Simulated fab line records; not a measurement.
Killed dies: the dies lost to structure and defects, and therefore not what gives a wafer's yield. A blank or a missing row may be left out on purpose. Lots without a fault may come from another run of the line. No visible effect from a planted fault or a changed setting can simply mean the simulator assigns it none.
What tool caused it? || flow n5Finfet || Sampling: 6 lots, 18 wafers, 9 of 1938 route steps

WHAT THE GAUGES READ, wafer by wafer
N5_BEOL_M4_RC_MEAS_101. Usual: DIBL_N 35.9 mV/V, standard deviation 1.6; DIBL_P 35.6 mV/V, standard deviation 2.1; IOFF_N 0.149 nA/um, standard deviation 0.029; IOFF_P 0.20 nA/um, standard deviation 0.033; ION_N 671 uA/um, standard deviation 11; ION_P 460 uA/um, standard deviation 7.3; SS_N 71.4 mV/dec, standard deviation 0.62; SS_P 73.2 mV/dec, standard deviation 0.65; VT_N 251 mV, standard deviation 3.1; VT_P -251 mV, standard deviation 3.4.
{"lot": "L994", "measured": "day 8 12:00", "on": "prober-01", "DIBL_N (mV/V)": "34.8 35.9 33.8", "DIBL_P (mV/V)": "36.8 38.6 35.6", "IOFF_N (nA/um)": "0.153 0.169 0.124", "IOFF_P (nA/um)": "0.19 0.20 0.17", "ION_N (uA/um)": "687 676 654", "ION_P (uA/um)": "462 455 454", "SS_N (mV/dec)": "71.7 72.1 71.4", "SS_P (mV/dec)": "73.5 73.4 72.9", "VT_N (mV)": "252 252 260", "VT_P (mV)": "-255 -253 -256", "flag": ""}
{"lot": "L999", "measured": "day 9 13:25", "on": "prober-02", "DIBL_N (mV/V)": "38.3 35.9 35.0", "DIBL_P (mV/V)": "37.6 34.8 33.7", "IOFF_N (nA/um)": "0.182 0.149 0.126", "IOFF_P (nA/um)": "0.26 0.22 0.19", "ION_N (uA/um)": "680 675 663", "ION_P (uA/um)": "468 471 461", "SS_N (mV/dec)": "72.3 71.2 70.9", "SS_P (mV/dec)": "73.0 72.7 72.9", "VT_N (mV)": "247 250 252", "VT_P (mV)": "-248 -245 -251", "flag": ""}
{"lot": "L105", "measured": "day 11 06:55", "on": "prober-01", "DIBL_N (mV/V)": "35.2 35.1 34.1", "DIBL_P (mV/V)": "33.9 33.3 32.3", "IOFF_N (nA/um)": "0.130 0.135 0.118", "IOFF_P (nA/um)": "0.20 0.19 0.18", "ION_N (uA/um)": "670 662 664", "ION_P (uA/um)": "465 461 455", "SS_N (mV/dec)": "70.6 71.3 70.7", "SS_P (mV/dec)": "72.9 73.0 72.6", "VT_N (mV)": "249 253 254", "VT_P (mV)": "-249 -251 -251", "flag": ""}
{"lot": "L108", "measured": "day 11 17:46", "on": "prober-02", "DIBL_N (mV/V)": "36.0 37.8 35.8", "DIBL_P (mV/V)": "33.6 36.3 34.2", "IOFF_N (nA/um)": "0.126 0.148 0.125", "IOFF_P (nA/um)": "0.16 0.20 0.17", "ION_N (uA/um)": "662 673 663", "ION_P (uA/um)": "457 454 459", "SS_N (mV/dec)": "71.7 71.1 71.1", "SS_P (mV/dec)": "72.8 73.7 73.1", "VT_N (mV)": "252 251 254", "VT_P (mV)": "-255 -251 -252", "flag": ""}
{"lot": "L114", "measured": "day 13 12:37", "on": "prober-02", "DIBL_N (mV/V)": "36.8 38.7 39.1", "DIBL_P (mV/V)": "35.2 38.1 38.4", "IOFF_N (nA/um)": "0.157 0.199 0.213", "IOFF_P (nA/um)": "0.21 0.26 0.27", "ION_N (uA/um)": "681 683 697", "ION_P (uA/um)": "468 467 475", "SS_N (mV/dec)": "70.7 71.9 72.5", "SS_P (mV/dec)": "73.0 73.8 74.2", "VT_N (mV)": "253 245 244", "VT_P (mV)": "-250 -244 -248", "flag": ""}
{"lot": "L115", "measured": "day 13 15:45", "on": "prober-02", "DIBL_N (mV/V)": "34.6 34.9 35.7", "DIBL_P (mV/V)": "34.7 33.6 34.8", "IOFF_N (nA/um)": "0.133 0.135 0.154", "IOFF_P (nA/um)": "0.19 0.16 0.19", "ION_N (uA/um)": "665 679 681", "ION_P (uA/um)": "458 461 459", "SS_N (mV/dec)": "71.8 71.3 71.5", "SS_P (mV/dec)": "72.8 72.4 73.6", "VT_N (mV)": "251 252 250", "VT_P (mV)": "-251 -253 -249", "flag": ""}

N5_BEOL_M8_OCD_MEAS_38. Usual: trenchDepthNm reads 92.9 nm (standard deviation 1.6).
{"lot": "L994", "measured": "day 9 19:28", "on": "ocd-01", "trenchDepthNm (nm)": "92.7 91.8 93.6", "flag": ""}
{"lot": "L999", "measured": "day 10 23:58", "on": "ocd-01", "trenchDepthNm (nm)": "93.0 92.6 92.3", "flag": ""}
{"lot": "L105", "measured": "day 12 14:11", "on": "ocd-01", "trenchDepthNm (nm)": "72.6 70.3 72.7", "flag": "OFF"}
{"lot": "L108", "measured": "day 13 03:41", "on": "ocd-02", "trenchDepthNm (nm)": "72.0 69.8 74.1", "flag": "OFF"}
{"lot": "L114", "measured": "day 14 21:16", "on": "ocd-01", "trenchDepthNm (nm)": "95.8 95.9 93.3", "flag": ""}
{"lot": "L115", "measured": "day 14 23:19", "on": "ocd-02", "trenchDepthNm (nm)": "90.8 92.1 89.8", "flag": ""}

N5_BEOL_M8_THK_MEAS_53: measures by xrf. Usual: M8_THK gives 76.4 nm (standard deviation 2.1).
{"lot": "L994", "measured": "day 9 22:37", "on": "filmMetro-02", "M8_THK (nm)": "75.3 73.6 76.6", "flag": ""}
{"lot": "L999", "measured": "day 11 02:49", "on": "filmMetro-02", "M8_THK (nm)": "74.3 75.3 74.2", "flag": ""}
{"lot": "L105", "measured": "day 12 16:34", "on": "filmMetro-02", "M8_THK (nm)": "55.3 54.2 56.6", "flag": "OFF"}
{"lot": "L108", "measured": "day 13 05:49", "on": "filmMetro-01", "M8_THK (nm)": "55.8 51.9 58.3", "flag": "OFF"}
{"lot": "L114", "measured": "day 15 00:01", "on": "filmMetro-02", "M8_THK (nm)": "79.9 79.5 76.6", "flag": ""}
{"lot": "L115", "measured": "day 15 02:50", "on": "filmMetro-01", "M8_THK (nm)": "73.4 76.6 72.3", "flag": ""}

N5_BEOL_M8_RS_MEAS_57: a four-point-probe measurement. Usual: M8_RS gives 0.290 ohm/sq (standard deviation 0.0089).
{"lot": "L994", "measured": "day 9 22:47", "on": "filmMetro-02", "M8_RS (ohm/sq)": "0.292 0.299 0.285", "flag": ""}
{"lot": "L999", "measured": "day 11 02:56", "on": "filmMetro-02", "M8_RS (ohm/sq)": "0.295 0.291 0.296", "flag": ""}
{"lot": "L105", "measured": "day 12 16:43", "on": "filmMetro-02", "M8_RS (ohm/sq)": "0.428 0.438 0.416", "flag": "OFF"}
{"lot": "L108", "measured": "day 13 05:58", "on": "filmMetro-01", "M8_RS (ohm/sq)": "0.426 0.465 0.401", "flag": "OFF"}
{"lot": "L114", "measured": "day 15 00:08", "on": "filmMetro-02", "M8_RS (ohm/sq)": "0.274 0.276 0.290", "flag": ""}
{"lot": "L115", "measured": "day 15 02:58", "on": "filmMetro-02", "M8_RS (ohm/sq)": "0.307 0.290 0.310", "flag": ""}

N5_BEOL_M15_RC_MEAS_101. Usual: COMB_M10 1.41e-11 S/m, standard deviation 2.6e-12; COMB_M11 1.4e-11 S/m, standard deviation 3.1e-12; COMB_M12 5.7e-12 S/m, standard deviation 1.2e-12; COMB_M13 4.6e-12 S/m, standard deviation 1.2e-12; COMB_M14 3.2e-12 S/m, standard deviation 8.4e-13; COMB_M15 2.2e-12 S/m, standard deviation 6.9e-13; COMB_M5 3.5e-11 S/m, standard deviation 6.2e-12; COMB_M6 2.6e-11 S/m, standard deviation 5.6e-12; COMB_M7 2.5e-11 S/m, standard deviation 5.2e-12; COMB_M9 1.4e-11 S/m, standard deviation 3.4e-12; SERP_M10 3.08 ohm/um, standard deviation 0.081; SERP_M11 3.14 ohm/um, standard deviation 0.11; SERP_M12 0.639 ohm/um, standard deviation 0.016; SERP_M13 0.312 ohm/um, standard deviation 0.008; SERP_M14 0.160 ohm/um, standard deviation 0.0037; SERP_M5 39.9 ohm/um, standard deviation 1.9; SERP_M5_max_site 41.4 ohm/um, standard deviation 2.1; SERP_M6 14.1 ohm/um, standard deviation 0.49; SERP_M7 14.2 ohm/um, standard deviation 0.62; SERP_M8 14.0 ohm/um, standard deviation 0.58; SERP_M8_max_site 14.5 ohm/um, standard deviation 0.62; SERP_M9 3.11 ohm/um, standard deviation 0.091.
{"lot": "L994", "measured": "day 11 21:13", "on": "prober-02", "COMB_M10 (S/m)": "1.98e-11 1.57e-11 1.72e-11", "COMB_M11 (S/m)": "1.1e-11 1.4e-11 1e-11", "COMB_M12 (S/m)": "6.8e-12 5.7e-12 7.5e-12", "COMB_M13 (S/m)": "5.2e-12 5.2e-12 5.6e-12", "COMB_M14 (S/m)": "3.1e-12 3.8e-12 3.9e-12", "COMB_M15 (S/m)": "2.3e-12 1.8e-12 2e-12", "COMB_M5 (S/m)": "3.3e-11 4.2e-11 2.9e-11", "COMB_M6 (S/m)": "1.9e-11 2.5e-11 4e-11", "COMB_M7 (S/m)": "2.5e-11 3.7e-11 1.8e-11", "COMB_M9 (S/m)": "1.4e-11 1.1e-11 1.4e-11", "SERP_M10 (ohm/um)": "3.10 3.03 3.10", "SERP_M11 (ohm/um)": "3.16 3.11 3.17", "SERP_M12 (ohm/um)": "0.625 0.628 0.627", "SERP_M13 (ohm/um)": "0.318 0.314 0.312", "SERP_M14 (ohm/um)": "0.164 0.158 0.159", "SERP_M5 (ohm/um)": "37.2 37.2 37.2", "SERP_M5_max_site (ohm/um)": "39.3 38.5 38.0", "SERP_M6 (ohm/um)": "14.0 14.0 14.5", "SERP_M7 (ohm/um)": "15.7 15.0 14.7", "SERP_M8 (ohm/um)": "13.5 13.6 13.0", "SERP_M8_max_site (ohm/um)": "13.7 14.0 13.6", "SERP_M9 (ohm/um)": "3.14 3.09 3.04", "flag": ""}
{"lot": "L999", "measured": "day 13 05:10", "on": "prober-01", "COMB_M10 (S/m)": "1.09e-11 1.37e-11 1.43e-11", "COMB_M11 (S/m)": "1.4e-11 1.2e-11 1e-11", "COMB_M12 (S/m)": "5e-12 7.3e-12 5.9e-12", "COMB_M13 (S/m)": "2.2e-12 3.1e-12 4.1e-12", "COMB_M14 (S/m)": "2.3e-12 1.7e-12 3.2e-12", "COMB_M15 (S/m)": "1.8e-12 2.5e-12 1.2e-12", "COMB_M5 (S/m)": "4.3e-11 2.4e-11 4.1e-11", "COMB_M6 (S/m)": "2.3e-11 2.8e-11 3.2e-11", "COMB_M7 (S/m)": "2.8e-11 2.9e-11 3.4e-11", "COMB_M9 (S/m)": "1e-11 1.1e-11 9e-12", "SERP_M10 (ohm/um)": "3.27 3.10 3.23", "SERP_M11 (ohm/um)": "3.23 3.13 2.92", "SERP_M12 (ohm/um)": "0.638 0.642 0.629", "SERP_M13 (ohm/um)": "0.304 0.320 0.322", "SERP_M14 (ohm/um)": "0.160 0.160 0.155", "SERP_M5 (ohm/um)": "40.9 39.3 40.0", "SERP_M5_max_site (ohm/um)": "42.8 41.7 40.7", "SERP_M6 (ohm/um)": "13.8 13.8 13.5", "SERP_M7 (ohm/um)": "14.3 14.1 15.4", "SERP_M8 (ohm/um)": "14.3 14.2 14.4", "SERP_M8_max_site (ohm/um)": "15.1 15.0 15.0", "SERP_M9 (ohm/um)": "2.89 3.11 2.87", "flag": ""}
{"lot": "L105", "measured": "day 14 17:05", "on": "prober-01", "COMB_M10 (S/m)": "1.53e-11 1.81e-11 1.51e-11", "COMB_M11 (S/m)": "1.9e-11 1.4e-11 1.5e-11", "COMB_M12 (S/m)": "3.8e-12 3.4e-12 6.2e-12", "COMB_M13 (S/m)": "5.2e-12 5.1e-12 4.7e-12", "COMB_M14 (S/m)": "3.6e-12 2.7e-12 3.1e-12", "COMB_M15 (S/m)": "1.3e-12 1.5e-12 1.1e-12", "COMB_M5 (S/m)": "3.3e-11 1.9e-11 3.7e-11", "COMB_M6 (S/m)": "3.5e-11 2.7e-11 2.5e-11", "COMB_M7 (S/m)": "2.1e-11 2.2e-11 2.8e-11", "COMB_M9 (S/m)": "1.1e-11 1.2e-11 1.4e-11", "SERP_M10 (ohm/um)": "3.10 2.91 3.07", "SERP_M11 (ohm/um)": "3.15 3.16 3.14", "SERP_M12 (ohm/um)": "0.659 0.641 0.677", "SERP_M13 (ohm/um)": "0.326 0.313 0.326", "SERP_M14 (ohm/um)": "0.161 0.155 0.164", "SERP_M5 (ohm/um)": "36.7 38.9 40.8", "SERP_M5_max_site (ohm/um)": "37.8 40.9 42.1", "SERP_M6 (ohm/um)": "15.0 13.9 14.1", "SERP_M7 (ohm/um)": "13.8 13.1 14.6", "SERP_M8 (ohm/um)": "20.5 21.2 20.0", "SERP_M8_max_site (ohm/um)": "21.2 21.7 21.1", "SERP_M9 (ohm/um)": "3.15 3.13 3.09", "flag": "OFF"}
{"lot": "L108", "measured": "day 15 05:02", "on": "prober-01", "COMB_M10 (S/m)": "1.33e-11 1.72e-11 1.47e-11", "COMB_M11 (S/m)": "1.2e-11 1.3e-11 1.1e-11", "COMB_M12 (S/m)": "3.4e-12 4.9e-12 3.4e-12", "COMB_M13 (S/m)": "5.1e-12 5.2e-12 4e-12", "COMB_M14 (S/m)": "2.7e-12 2.5e-12 4e-12", "COMB_M15 (S/m)": "1.7e-12 7e-13 1e-12", "COMB_M5 (S/m)": "3.6e-11 2.7e-11 3.3e-11", "COMB_M6 (S/m)": "3.1e-11 2.5e-11 3.4e-11", "COMB_M7 (S/m)": "2.2e-11 1.5e-11 2e-11", "COMB_M9 (S/m)": "1e-11 1.2e-11 1.3e-11", "SERP_M10 (ohm/um)": "3.19 3.18 3.11", "SERP_M11 (ohm/um)": "3.04 3.02 3.10", "SERP_M12 (ohm/um)": "0.645 0.649 0.607", "SERP_M13 (ohm/um)": "0.316 0.305 0.312", "SERP_M14 (ohm/um)": "0.156 0.158 0.164", "SERP_M5 (ohm/um)": "39.6 39.5 40.3", "SERP_M5_max_site (ohm/um)": "41.3 40.3 43.0", "SERP_M6 (ohm/um)": "14.2 14.6 14.7", "SERP_M7 (ohm/um)": "14.9 14.7 15.4", "SERP_M8 (ohm/um)": "19.8 21.9 18.8", "SERP_M8_max_site (ohm/um)": "21.4 22.8 19.5", "SERP_M9 (ohm/um)": "3.20 3.11 3.04", "flag": "OFF"}
{"lot": "L114", "measured": "day 16 21:35", "on": "prober-02", "COMB_M10 (S/m)": "1.51e-11 1.59e-11 1.4e-11", "COMB_M11 (S/m)": "1.5e-11 1.2e-11 1.3e-11", "COMB_M12 (S/m)": "6.5e-12 5.9e-12 7.3e-12", "COMB_M13 (S/m)": "5.1e-12 4.7e-12 6.6e-12", "COMB_M14 (S/m)": "2.7e-12 2.5e-12 3.1e-12", "COMB_M15 (S/m)": "2.2e-12 2.6e-12 2.3e-12", "COMB_M5 (S/m)": "3.5e-11 3.8e-11 4.5e-11", "COMB_M6 (S/m)": "2.1e-11 2.6e-11 1.8e-11", "COMB_M7 (S/m)": "3.1e-11 2.2e-11 3e-11", "COMB_M9 (S/m)": "1.4e-11 2.3e-11 1.8e-11", "SERP_M10 (ohm/um)": "3.02 3.26 3.08", "SERP_M11 (ohm/um)": "2.96 3.12 2.95", "SERP_M12 (ohm/um)": "0.623 0.651 0.641", "SERP_M13 (ohm/um)": "0.326 0.317 0.302", "SERP_M14 (ohm/um)": "0.157 0.159 0.159", "SERP_M5 (ohm/um)": "39.3 41.0 41.5", "SERP_M5_max_site (ohm/um)": "40.4 42.2 42.1", "SERP_M6 (ohm/um)": "14.4 15.2 14.1", "SERP_M7 (ohm/um)": "14.3 14.3 13.2", "SERP_M8 (ohm/um)": "12.8 12.7 13.4", "SERP_M8_max_site (ohm/um)": "13.1 13.4 14.0", "SERP_M9 (ohm/um)": "3.08 3.23 3.03", "flag": ""}
{"lot": "L115", "measured": "day 17 07:56", "on": "prober-02", "COMB_M10 (S/m)": "1.45e-11 1.2e-11 1.48e-11", "COMB_M11 (S/m)": "1.5e-11 2.6e-11 1.7e-11", "COMB_M12 (S/m)": "6.2e-12 6.3e-12 5.8e-12", "COMB_M13 (S/m)": "4.9e-12 5.3e-12 6.5e-12", "COMB_M14 (S/m)": "3.6e-12 4.8e-12 2.4e-12", "COMB_M15 (S/m)": "1.9e-12 2e-12 2.6e-12", "COMB_M5 (S/m)": "3.6e-11 4.5e-11 3.6e-11", "COMB_M6 (S/m)": "2.7e-11 2.2e-11 2.7e-11", "COMB_M7 (S/m)": "2.8e-11 2.9e-11 1.8e-11", "COMB_M9 (S/m)": "1.6e-11 1.4e-11 1.4e-11", "SERP_M10 (ohm/um)": "3.21 2.97 3.09", "SERP_M11 (ohm/um)": "3.12 3.18 3.17", "SERP_M12 (ohm/um)": "0.615 0.616 0.642", "SERP_M13 (ohm/um)": "0.326 0.316 0.319", "SERP_M14 (ohm/um)": "0.158 0.160 0.156", "SERP_M5 (ohm/um)": "40.3 36.4 37.4", "SERP_M5_max_site (ohm/um)": "43.3 38.7 38.2", "SERP_M6 (ohm/um)": "14.6 14.3 13.9", "SERP_M7 (ohm/um)": "14.7 15.1 14.1", "SERP_M8 (ohm/um)": "14.2 14.0 14.3", "SERP_M8_max_site (ohm/um)": "14.6 14.3 15.0", "SERP_M9 (ohm/um)": "3.24 3.35 3.17", "flag": ""}

TOOL THAT RAN EACH LOT (tool first, then ch and the chambers of the sampled wafers, then the start)
{"lot": "L994", "N5_BEOL_M8_DESCUM_33": "rieDiel-02 ch 0,1,3, day 9 19:02", "N5_BEOL_M8_ETCH_65": "rieDiel-02 ch 0,1,3, day 9 19:05", "N5_BEOL_M8_ETCH_66": "rieDiel-02 ch 0,1,3, day 9 19:07", "N5_BEOL_M8_TRENCH_ETCH_37": "rieDiel-02 ch 0,1,3, day 9 19:19"}
{"lot": "L999", "N5_BEOL_M8_DESCUM_33": "rieDiel-02 ch 0,1,3, day 10 23:32", "N5_BEOL_M8_ETCH_65": "rieDiel-02 ch 0,1,3, day 10 23:35", "N5_BEOL_M8_ETCH_66": "rieDiel-02 ch 0,1,3, day 10 23:37", "N5_BEOL_M8_TRENCH_ETCH_37": "rieDiel-02 ch 0,1,3, day 10 23:48"}
{"lot": "L105", "N5_BEOL_M8_DESCUM_33": "rieDiel-02 ch 0,2, day 12 13:45", "N5_BEOL_M8_ETCH_65": "rieDiel-02 ch 0,2, day 12 13:48", "N5_BEOL_M8_ETCH_66": "rieDiel-02 ch 0,2, day 12 13:50", "N5_BEOL_M8_TRENCH_ETCH_37": "rieDiel-02 ch 0,2, day 12 14:01"}
{"lot": "L108", "N5_BEOL_M8_DESCUM_33": "rieDiel-02 ch 0,1,2, day 13 03:15", "N5_BEOL_M8_ETCH_65": "rieDiel-02 ch 0,1,2, day 13 03:18", "N5_BEOL_M8_ETCH_66": "rieDiel-02 ch 0,1,2, day 13 03:19", "N5_BEOL_M8_TRENCH_ETCH_37": "rieDiel-02 ch 0,1,2, day 13 03:31"}
{"lot": "L114", "N5_BEOL_M8_DESCUM_33": "rieDiel-06 ch 1,3, day 14 20:50", "N5_BEOL_M8_ETCH_65": "rieDiel-06 ch 1,3, day 14 20:53", "N5_BEOL_M8_ETCH_66": "rieDiel-06 ch 1,3, day 14 20:55", "N5_BEOL_M8_TRENCH_ETCH_37": "rieDiel-06 ch 1,3, day 14 21:07"}
{"lot": "L115", "N5_BEOL_M8_DESCUM_33": "rieDiel-06 ch 2,3, day 14 22:52", "N5_BEOL_M8_ETCH_65": "rieDiel-06 ch 2,3, day 14 22:56", "N5_BEOL_M8_ETCH_66": "rieDiel-06 ch 2,3, day 14 22:57", "N5_BEOL_M8_TRENCH_ETCH_37": "rieDiel-06 ch 2,3, day 14 23:09"}
- N5_BEOL_M8_DESCUM_33: chemistry O2, time 7 s.
- N5_BEOL_M8_ETCH_65: etches SiARC in CF4, target depth 15.6 nm, time 26 s.
- N5_BEOL_M8_ETCH_66: etches SOC in N2/H2, target depth 80 nm, overetch 16 nm, time 120 s.
- N5_BEOL_M8_TRENCH_ETCH_37: etches SiCOH lowk in C4F6/O2, target depth 93.478 nm, time 31.2 s.

WHAT THE TOOLS THEMSELVES READ (means of the sampled wafers that have a number; where no wafer has one, the mark that the record gives instead)
N5_BEOL_M8_DESCUM_33. Usual: drypumpMotorCurrentA 5.8 A, standard deviation 0.48; oesProductAu 0.77 a.u., standard deviation 0.073; rfVppV 243.5 V, standard deviation 1.1; showerheadPlenumPTorr 2.12 Torr, standard deviation 0.05; throttleValvePct 20.5 %, standard deviation 0.31.
{"lot": "L994", "tool": "rieDiel-02", "drypumpMotorCurrentA (A)": 6.2, "oesProductAu (a.u.)": 0.76, "rfVppV (V)": 244.0, "showerheadPlenumPTorr (Torr)": 2.12, "throttleValvePct (%)": 20.4, "flag": ""}
{"lot": "L999", "tool": "rieDiel-02", "drypumpMotorCurrentA (A)": 6.2, "oesProductAu (a.u.)": 0.75, "rfVppV (V)": 244.1, "showerheadPlenumPTorr (Torr)": 2.11, "throttleValvePct (%)": 20.5, "flag": ""}
{"lot": "L105", "tool": "rieDiel-02", "drypumpMotorCurrentA (A)": 6.1, "oesProductAu (a.u.)": 0.78, "rfVppV (V)": 243.6, "showerheadPlenumPTorr (Torr)": 2.16, "throttleValvePct (%)": 20.6, "flag": ""}
{"lot": "L108", "tool": "rieDiel-02", "drypumpMotorCurrentA (A)": 6.0, "oesProductAu (a.u.)": 0.82, "rfVppV (V)": 243.8, "showerheadPlenumPTorr (Torr)": 2.10, "throttleValvePct (%)": 20.4, "flag": ""}
{"lot": "L114", "tool": "rieDiel-06", "drypumpMotorCurrentA (A)": 5.7, "oesProductAu (a.u.)": 0.90, "rfVppV (V)": 243.2, "showerheadPlenumPTorr (Torr)": 2.13, "throttleValvePct (%)": 20.4, "flag": ""}
{"lot": "L115", "tool": "rieDiel-06", "drypumpMotorCurrentA (A)": 5.6, "oesProductAu (a.u.)": 0.74, "rfVppV (V)": 243.6, "showerheadPlenumPTorr (Torr)": 2.08, "throttleValvePct (%)": 20.5, "flag": ""}

N5_BEOL_M8_ETCH_65. Usual: value, then standard deviation, for each; drypumpMotorCurrentA 5.8 A / 0.48; etchRfOnTimeS 25.9 s / 0.5; mfcArSccm 100.0 sccm / 0.3; oesProductAu 0.66 a.u. / 0.063; rfVppV 184.4 V / 0.9; showerheadPlenumPTorr 2.16 Torr / 0.042; throttleValvePct 15.70 % / 0.27.
{"lot": "L994", "tool": "rieDiel-02", "drypumpMotorCurrentA (A)": 6.2, "etchRfOnTimeS (s)": 25.8, "mfcArSccm (sccm)": 99.9, "oesProductAu (a.u.)": 0.66, "rfVppV (V)": 184.4, "showerheadPlenumPTorr (Torr)": 2.17, "throttleValvePct (%)": 15.67, "flag": ""}
{"lot": "L999", "tool": "rieDiel-02", "drypumpMotorCurrentA (A)": 6.2, "etchRfOnTimeS (s)": 25.9, "mfcArSccm (sccm)": 100.2, "oesProductAu (a.u.)": 0.65, "rfVppV (V)": 184.1, "showerheadPlenumPTorr (Torr)": 2.16, "throttleValvePct (%)": 15.68, "flag": ""}
{"lot": "L105", "tool": "rieDiel-02", "drypumpMotorCurrentA (A)": 6.0, "etchRfOnTimeS (s)": 25.9, "mfcArSccm (sccm)": 100.1, "oesProductAu (a.u.)": 0.66, "rfVppV (V)": 184.7, "showerheadPlenumPTorr (Torr)": 2.20, "throttleValvePct (%)": 15.78, "flag": ""}
{"lot": "L108", "tool": "rieDiel-02", "drypumpMotorCurrentA (A)": 6.0, "etchRfOnTimeS (s)": 26.3, "mfcArSccm (sccm)": 99.9, "oesProductAu (a.u.)": 0.69, "rfVppV (V)": 184.6, "showerheadPlenumPTorr (Torr)": 2.15, "throttleValvePct (%)": 15.60, "flag": ""}
{"lot": "L114", "tool": "rieDiel-06", "drypumpMotorCurrentA (A)": 5.7, "etchRfOnTimeS (s)": 25.5, "mfcArSccm (sccm)": 100.2, "oesProductAu (a.u.)": 0.79, "rfVppV (V)": 184.5, "showerheadPlenumPTorr (Torr)": 2.18, "throttleValvePct (%)": 15.52, "flag": ""}
{"lot": "L115", "tool": "rieDiel-06", "drypumpMotorCurrentA (A)": 5.6, "etchRfOnTimeS (s)": 26.6, "mfcArSccm (sccm)": 100.0, "oesProductAu (a.u.)": 0.63, "rfVppV (V)": 184.3, "showerheadPlenumPTorr (Torr)": 2.14, "throttleValvePct (%)": 15.70, "flag": ""}

N5_BEOL_M8_ETCH_66. Usual: drypumpMotorCurrentA 5.8 A, standard deviation 0.48; oesProductAu 0.59 a.u., standard deviation 0.053; rfVppV 524.6 V, standard deviation 1.8; runLengthS 143.3 s, standard deviation 0.5; showerheadPlenumPTorr 2.57 Torr, standard deviation 0.061; throttleValvePct 17.91 %, standard deviation 0.26.
{"lot": "L994", "tool": "rieDiel-02", "drypumpMotorCurrentA (A)": 6.2, "oesProductAu (a.u.)": 0.59, "rfVppV (V)": 525.0, "runLengthS (s)": 143.0, "showerheadPlenumPTorr (Torr)": 2.59, "throttleValvePct (%)": 17.98, "flag": ""}
{"lot": "L999", "tool": "rieDiel-02", "drypumpMotorCurrentA (A)": 6.2, "oesProductAu (a.u.)": 0.57, "rfVppV (V)": 524.2, "runLengthS (s)": 143.0, "showerheadPlenumPTorr (Torr)": 2.59, "throttleValvePct (%)": 17.99, "flag": ""}
{"lot": "L105", "tool": "rieDiel-02", "drypumpMotorCurrentA (A)": 6.0, "oesProductAu (a.u.)": 0.59, "rfVppV (V)": 527.1, "runLengthS (s)": 143.5, "showerheadPlenumPTorr (Torr)": 2.63, "throttleValvePct (%)": 18.08, "flag": ""}
{"lot": "L108", "tool": "rieDiel-02", "drypumpMotorCurrentA (A)": 6.0, "oesProductAu (a.u.)": 0.63, "rfVppV (V)": 524.2, "runLengthS (s)": 143.0, "showerheadPlenumPTorr (Torr)": 2.57, "throttleValvePct (%)": 17.84, "flag": ""}
{"lot": "L114", "tool": "rieDiel-06", "drypumpMotorCurrentA (A)": 5.7, "oesProductAu (a.u.)": 0.69, "rfVppV (V)": 525.8, "runLengthS (s)": 143.6, "showerheadPlenumPTorr (Torr)": 2.58, "throttleValvePct (%)": 17.64, "flag": ""}
{"lot": "L115", "tool": "rieDiel-06", "drypumpMotorCurrentA (A)": 5.6, "oesProductAu (a.u.)": 0.57, "rfVppV (V)": 523.7, "runLengthS (s)": 143.0, "showerheadPlenumPTorr (Torr)": 2.54, "throttleValvePct (%)": 17.92, "flag": ""}

N5_BEOL_M8_TRENCH_ETCH_37. Usual: C4F6_flow_sccm 10.00 sccm, standard deviation 0.03; drypumpMotorCurrentA 5.8 A, standard deviation 0.49; mfcArSccm 300.0 sccm, standard deviation 0.9; oesProductAu 0.76 a.u., standard deviation 0.074; rfVppV 659 V, standard deviation 15; runLengthS 54.6 s, standard deviation 0.47; showerheadPlenumPTorr 2.88 Torr, standard deviation 0.052; throttleValvePct 21.0 %, standard deviation 0.31.
{"lot": "L994", "tool": "rieDiel-02", "C4F6_flow_sccm (sccm)": 10.03, "drypumpMotorCurrentA (A)": 6.2, "mfcArSccm (sccm)": 298.7, "oesProductAu (a.u.)": 0.76, "rfVppV (V)": 650, "runLengthS (s)": 54.3, "showerheadPlenumPTorr (Torr)": 2.88, "throttleValvePct (%)": 21.0, "flag": ""}
{"lot": "L999", "tool": "rieDiel-02", "C4F6_flow_sccm (sccm)": 10.01, "drypumpMotorCurrentA (A)": 6.2, "mfcArSccm (sccm)": 300.2, "oesProductAu (a.u.)": 0.75, "rfVppV (V)": 649, "runLengthS (s)": 54.1, "showerheadPlenumPTorr (Torr)": 2.88, "throttleValvePct (%)": 21.0, "flag": ""}
{"lot": "L105", "tool": "rieDiel-02", "C4F6_flow_sccm (sccm)": 9.97, "drypumpMotorCurrentA (A)": 6.1, "mfcArSccm (sccm)": 300.4, "oesProductAu (a.u.)": 0.77, "rfVppV (V)": 656, "runLengthS (s)": 47.6, "showerheadPlenumPTorr (Torr)": 2.93, "throttleValvePct (%)": 21.1, "flag": "OFF"}
{"lot": "L108", "tool": "rieDiel-02", "C4F6_flow_sccm (sccm)": 10.03, "drypumpMotorCurrentA (A)": 6.0, "mfcArSccm (sccm)": 298.9, "oesProductAu (a.u.)": 0.82, "rfVppV (V)": 655, "runLengthS (s)": 47.3, "showerheadPlenumPTorr (Torr)": 2.87, "throttleValvePct (%)": 20.9, "flag": "OFF"}
{"lot": "L114", "tool": "rieDiel-06", "C4F6_flow_sccm (sccm)": 10.00, "drypumpMotorCurrentA (A)": 5.7, "mfcArSccm (sccm)": 299.4, "oesProductAu (a.u.)": 0.91, "rfVppV (V)": 663, "runLengthS (s)": 54.8, "showerheadPlenumPTorr (Torr)": 2.89, "throttleValvePct (%)": 20.8, "flag": ""}
{"lot": "L115", "tool": "rieDiel-06", "C4F6_flow_sccm (sccm)": 10.01, "drypumpMotorCurrentA (A)": 5.6, "mfcArSccm (sccm)": 300.9, "oesProductAu (a.u.)": 0.73, "rfVppV (V)": 655, "runLengthS (s)": 54.3, "showerheadPlenumPTorr (Torr)": 2.85, "throttleValvePct (%)": 21.0, "flag": ""}

THE ANSWER, worked out from the rows above alone
Rule: lot off if the mean of its wafers having a number is beyond 3 standard deviations from the usual mean. A lot without any number at a reading at which 4 lots or more have one is off too. All remaining lots with rows at the step are treated as sound. First the gauges in route order, then the tools' own readings, where a lot's mean is used as printed above. At the first step where some lot is off, the reading lying furthest off is the one used; lots without a number count as furthest.
Off at N5_BEOL_M8_OCD_MEAS_38 (trenchDepthNm): L105, L108.
If a tool, at a process step before that reading, ran all the lots that are off and no sound lot after the first of them, it fits. Not tried: the gauges at N5_BEOL_M8_OCD_MEAS_38; whatever is off there is also off at N5_BEOL_M8_THK_MEAS_53, on other tools, and gauge error can't account for it. One candidate fits, namely rieDiel-02 at N5_BEOL_M8_DESCUM_33 and N5_BEOL_M8_ETCH_65 and N5_BEOL_M8_ETCH_66 and N5_BEOL_M8_TRENCH_ETCH_37. At N5_BEOL_M8_DESCUM_33 its last sound lot is L999 (day 10 23:32), its first lot that is off L105 (day 12 13:45): a fault that began between those two fits.

WHAT THE SIMULATOR HAD PUT IN
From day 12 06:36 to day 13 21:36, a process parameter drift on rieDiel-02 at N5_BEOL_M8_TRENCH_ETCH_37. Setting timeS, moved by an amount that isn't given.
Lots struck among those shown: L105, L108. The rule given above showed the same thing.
